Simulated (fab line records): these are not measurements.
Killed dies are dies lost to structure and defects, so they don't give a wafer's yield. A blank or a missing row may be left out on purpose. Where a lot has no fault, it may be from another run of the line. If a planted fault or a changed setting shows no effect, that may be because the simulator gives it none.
Struck lot and sound lot, side by side :: flow nand harc :: 39 out of 1302 route steps
Sound: wafers L798.1, L798.4, L798.5. Wafers struck: L802.4, L802.5, L802.6. Last of all comes the cause.
Per side, at each step with rows, come the tool, then ch with its chambers, and then its first start. Under that, the readings that differ: sound wafers :: struck wafers :: difference of the means :: sigmas: that difference in standard deviations of wafers without a fault.
alike: words and numbers the same on both sides, and readings whose means are apart by under 2 such deviations; not compared: readings that were withheld, readings missing a value for some wafer, numbers with overlapping values and no deviation given by the record, and bounds like >300 which may hide the same value.
A row with sigmas, a row that says differs or no value, or rows on one side alone: a step with any of these is where the two part. Numbers that don't overlap but have no deviation are shown without sigmas and don't part them. A reading that every wafer of one side lacks parts them only if that side has two wafers or more.

first, 10 steps without rows for these wafers: NHARC_A_CHANNEL_HOLE_D2_DEP_00 (deposits aC, target thk 3100 nm); NHARC_A_CHANNEL_HOLE_D2_DEP_01 (deposits SiON, target thk 140 nm); NHARC_A_CHANNEL_HOLE_D2_DEHYDRATE_02 (time 120 s); NHARC_A_CHANNEL_HOLE_D2_HMDS_03 (time 30 s); NHARC_A_CHANNEL_HOLE_D2_COAT_36 (time 75 s); NHARC_A_CHANNEL_HOLE_D2_COAT_37 (time 65 s); NHARC_A_CHANNEL_HOLE_D2_COAT_04 (resist thk 90 nm); NHARC_A_CHANNEL_HOLE_D2_SOFTBAKE_05 (time 55 s); NHARC_A_CHANNEL_HOLE_D2_EBR_06; NHARC_A_CHANNEL_HOLE_D2_EXPOSE_07 (exposes mask HOLE D2, target cd 100 nm).
NHARC_A_CHANNEL_HOLE_D2_PEB_08: peb time 65 s.
  sound on litho track-04 ch 0, day 17 20:09; struck on litho track-04 ch 0, day 19 09:10
reading: heater power total W (W)
sound: 156.6 156.9 156.1
struck: 213.7 213.4 212.3
difference: +56.6
sigmas: +99 or more
then, 1 step without rows for these wafers: NHARC_A_CHANNEL_HOLE_D2_DEVELOP_09 (develop time 35 s).
NHARC_A_CHANNEL_HOLE_D2_CD_MEAS_10: target cd 100 nm.
  sound on cd sem-03 ch 0, day 17 20:14; struck on cd sem-03 ch 0, day 19 09:14
reading: cd nm (nm)
sound: 99.5 99.2 99.4
struck: 82.4 82.4 82.6
difference: -16.9
sigmas: -41
NHARC_A_CHANNEL_HOLE_D2_DESCUM_15: chemistry O2, time 3 s.
  sound on rie diel-11 ch 0,2,3, day 17 20:25; struck on rie diel-13 ch 0,3, day 19 09:25
reading: model.A_CHANNEL_HOLE_D2.cd nm (nm)
sound: 99.45 99.33 99.21
struck: 82.84 82.21 82.54
difference: -16.80
sigmas: 
  alike: drypump motor current A, oes product au, rf vpp V, showerhead plenum p Torr, throttle valve pct
  not compared: rf hours counter h
then, 4 steps without rows for these wafers: NHARC_A_CHANNEL_HOLE_D2_ETCH_38 (etches the open film in CF4, target depth 39 nm, time 65 s); NHARC_A_CHANNEL_HOLE_D2_ETCH_39 (etches the open film in N2/H2, target depth 260 nm, time 325 s); NHARC_A_CHANNEL_HOLE_D2_ETCH_34 (etches the open film in CF4/CHF3, target depth 154 nm, time 77 s); NHARC_A_CHANNEL_HOLE_D2_ETCH_16 (etches the open film in O2/COS, target depth 3100 nm, time 806 s).
NHARC_A_CHANNEL_HOLE_D2_CD_MEAS_18:
  sound on cd sem-02 at day 17 21:31; struck on cd sem-03 at day 19 10:32
reading: cd nm (nm)
sound: 99.0 97.3 98.4
struck: 82.1 82.6 82.2
difference: -15.9
sigmas: -9
then, 12 steps without rows for these wafers: NHARC_A_CHANNEL_HOLE_D2_ETCH_19 (etches the open film in C4F8/O2/Ar, time 34.5 s); NHARC_A_CHANNEL_HOLE_D2_ETCH_20 (etches the open film in C4F8/O2/Ar, time 361.9 s, target depth 1600 nm); NHARC_A_CHANNEL_HOLE_D2_ETCH_21 (etches the open film in C4F8/O2/Ar, time 514.3 s, target depth 1600 nm); NHARC_A_CHANNEL_HOLE_D2_ETCH_22 (etches the open film in C4F8/O2/Ar, time 666.7 s, target depth 1600 nm); NHARC_A_CHANNEL_HOLE_D2_ETCH_23 (etches the open film in C4F8/O2/Ar, time 819 s, target depth 1600 nm); NHARC_A_CHANNEL_HOLE_D2_ETCH_24 (etches the open film in C4F8/O2/Ar, time 906.2 s, target depth 1500 nm); NHARC_A_CHANNEL_HOLE_D2_ETCH_25 (etches the open film in C4F8/O2/Ar, time 1040.2 s, target depth 1500 nm); NHARC_A_CHANNEL_HOLE_D2_ETCH_26 (etches the open film in C4F8/O2/Ar, time 224.1 s, target depth 300 nm); NHARC_A_CHANNEL_HOLE_D2_ETCH_27 (etches the open film in C4F8/O2/Ar, time 90 s, target depth 400 nm); NHARC_A_CHANNEL_HOLE_D2_STRIP_41 (strips in N2/H2); NHARC_A_CHANNEL_HOLE_D2_STRIP_42 (strips in CF4/CHF3); NHARC_A_CHANNEL_HOLE_D2_STRIP_43 (strips in O2/COS).
NHARC_A_CHANNEL_HOLE_D2_ETCH_44: etches the open film in CF4/O2, target depth 140 nm, overetch 14 nm, time 77 s.
  sound on rie diel-02 ch 2,3, day 18 02:20; struck on rie diel-13 ch 0,3, day 19 15:44
reading: throttle valve pct (%)
sound: 13.396 13.410 13.404
struck: 13.383 13.384 13.388
difference: -0.018
sigmas: -2

reading: model.A_CHANNEL_HOLE_D2.cd nm (nm)
sound: 87.74 88.39 87.85
struck: 72.82 72.95 71.89
difference: -15.44
sigmas: 
  alike: drypump motor current A, oes_ar_750_au, oes product au, rf vpp V, showerhead plenum p Torr
  not compared: rf hours counter h
then, 3 steps without rows for these wafers: NHARC_A_CHANNEL_HOLE_D2_STRIP_28 (strips in O2); NHARC_A_CHANNEL_HOLE_D2_PRECLEAN_29 (cleans in SC1); NHARC_A_CHANNEL_HOLE_D2_SRD_30.
NHARC_A_CHANNEL_HOLE_D2_CD_MEAS_31:
  sound on cd sem-03 at day 18 03:08; struck on cd sem-02 at day 19 16:32
reading: cd nm (nm)
sound: 87.8 88.7 87.8
struck: 72.6 73.1 72.2
difference: -15.5
sigmas: -16
NHARC_A_CHANNEL_HOLE_D2_XSEM_32:
  sound on xsem-01 ch 0, day 18 03:13; struck on xsem-01 ch 0, day 19 16:37
reading: bot cd nm (nm)
sound: 73.3 73.4 72.3
struck: 57.4 57.9 56.9
difference: -15.6
sigmas: -16

reading: bow nm (nm)
sound: 8.9 9.0 8.9
struck: 8.1 8.1 8.1
difference: -0.8
sigmas: -2

reading: tilt deg (degrees)
sound: 0.031 0.031 0.033
struck: 0.118 0.117 0.118
difference: +0.086
sigmas: +3
-- break in the record here, with 11 days between the starts of the struck wafers on either side (left off in module A_CHANNEL_HOLE_D2, picked up again in module END, where the first step shown is number 1301 on the route) --
NHARC_END_WLT_00:
  sound on prober-02 at day 28 16:53; struck on prober-01 at day 30 06:36
reading: VT_DECK2_BOTTOM
sound: 0.870 0.861 0.862
struck: 0.803 0.813 0.804
difference: -0.058
sigmas: -8

reading: VT_DECK2_BOTTOM_INNER
sound: 0.866 0.864 0.877
struck: 0.813 0.812 0.796
difference: -0.062
sigmas: -9

reading: VT_DECK2_MEDIAN_NEAR_BOTTOM
sound: 0.869 0.862 0.865
struck: 0.808 0.803 0.796
difference: -0.063
sigmas: -9

reading: VT_DECK2_MEDIAN_NEAR_BOTTOM_INNER
sound: 0.870 0.872 0.867
struck: 0.800 0.812 0.804
difference: -0.064
sigmas: -10

reading: VT_DECK2_MIDDLE
sound: 0.885 0.882 0.874
struck: 0.817 0.835 0.822
difference: -0.056
sigmas: -8

reading: VT_DECK2_MIDDLE_INNER
sound: 0.875 0.879 0.886
struck: 0.820 0.826 0.820
difference: -0.058
sigmas: -8

reading: VT_DECK2_TOP
sound: 0.890 0.897 0.899
struck: 0.842 0.843 0.850
difference: -0.050
sigmas: -7

reading: VT_DECK2_TOP_INNER
sound: 0.890 0.889 0.900
struck: 0.847 0.840 0.843
difference: -0.050
sigmas: -6
  alike: VT_DECK1_BOTTOM, VT_DECK1_BOTTOM_INNER, VT_DECK1_MEDIAN_NEAR_BOTTOM, VT_DECK1_MEDIAN_NEAR_BOTTOM_INNER, VT_DECK1_MIDDLE, VT_DECK1_MIDDLE_INNER, VT_DECK1_TOP, VT_DECK1_TOP_INNER
NHARC_END_SORT_01:
  only the struck wafers appear in the record here, on prober-01 ch 0 at day 30 10:31; the sound ones have no rows

## WHERE THEY PART
At NHARC_A_CHANNEL_HOLE_D2_PEB_08 first; at NHARC_END_SORT_01 last (within this record only).

WHY: what had been put in by the simulator
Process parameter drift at NHARC_A_CHANNEL_HOLE_D2_PEB_08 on litho track-04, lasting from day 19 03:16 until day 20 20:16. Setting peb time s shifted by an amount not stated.
